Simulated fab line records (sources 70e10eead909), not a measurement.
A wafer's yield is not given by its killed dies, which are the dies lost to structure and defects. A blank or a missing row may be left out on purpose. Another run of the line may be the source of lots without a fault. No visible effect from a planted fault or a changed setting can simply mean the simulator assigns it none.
Matching of chambers ; flow nand-harc ; rie-diel-13 running NHARC_A_CHANNEL_FILL_D1_STRIP_28: 4 sister chambers
The step strips in O2, time 20 s. 4 wafers are shown with their chamber, then 7 later ones without.

== EACH WAFER AND ITS CHAMBER ==
wafer;chamber;showerhead-plenum-p-Torr (Torr)
L083.3;0;3.36
L089.1;3;3.62
L089.6;2;3.40
L092.5;1;3.38

== WAFERS WHOSE CHAMBER IS MISSING ==
wafer;showerhead-plenum-p-Torr (Torr)
L092.6;3.36
L093.1;3.40
L093.3;3.61
L093.4;3.38
L096.3;3.40
L096.4;3.35
L096.6;3.35

== EACH ONE'S CHAMBER ==
wafer;from the rows above;in truth
L092.6;0;0
L093.1;2;2
L093.3;3;3
L093.4;1;1
L096.3;2;2
L096.4;0;0
L096.6;0;0
Correct placement for 7 of the 7. Number that these rows cannot place: 0. 0 placed wrongly.
How it was worked out, from the rows above alone: a wafer's distance from a chamber is the root of the sum, over the readings, of the square of ((its reading less the chamber's mean) divided by the reading's scatter). If the next closest chamber is less than 2 further off than the closest, the wafer can't be placed; otherwise it belongs to the closest. A chamber's mean is the mean of its shown wafers. The scatter: with one shown wafer a chamber, the root of the mean of the squares of how far each hidden wafer lies from its nearest shown one.
